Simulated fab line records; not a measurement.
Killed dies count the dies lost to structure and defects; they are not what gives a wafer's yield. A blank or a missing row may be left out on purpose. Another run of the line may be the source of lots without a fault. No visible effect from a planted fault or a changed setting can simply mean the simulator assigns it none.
Chamber matching ; flow n5-finfet ; N5_BEOL_M0_SAQP_DESCUM_45 on rie-diel-06 has 4 sister chambers
The step chemistry O2, time 7 s. 4 wafers are shown with their chamber, then 9 later ones without.

EACH WAFER AND ITS CHAMBER
wafer;chamber;drypump-motor-current-A (A)
L087.4;2;6.7
L088.1;1;5.8
L088.3;0;6.4
L088.5;3;5.6

WAFERS WITHOUT THEIR CHAMBER
wafer;drypump-motor-current-A (A)
L091.2;6.4
L091.4;5.8
L091.5;5.6
L095.3;6.7
L095.4;5.5
L095.5;5.6
L097.2;6.5
L097.4;6.8
L097.6;5.6

THE CHAMBER EACH PASSED THROUGH
wafer;from the rows above;in truth
L091.2;0;0
L091.4;1;1
L091.5;3;3
L095.3;2;2
L095.4;3;3
L095.5;3;3
L097.2;can't be placed: 0 or 2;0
L097.4;2;2
L097.6;3;3
Placed correctly: 8 of 9. Can't be placed from these rows: 1 (the true chamber is among the candidates in 1). 0 placed wrongly.
How it was worked out, from the rows above alone: a wafer's distance from a chamber is the root of the sum, over the readings, of the square of ((its reading less the chamber's mean) divided by the reading's scatter). The wafer belongs to the nearest chamber; if the next one is less than 2 further off, it can't be placed. For every chamber, the mean is computed from those of its wafers that are shown. The scatter (one wafer shown for each chamber): square how far every hidden wafer sits from the nearest shown wafer, average those squares and take the square root.
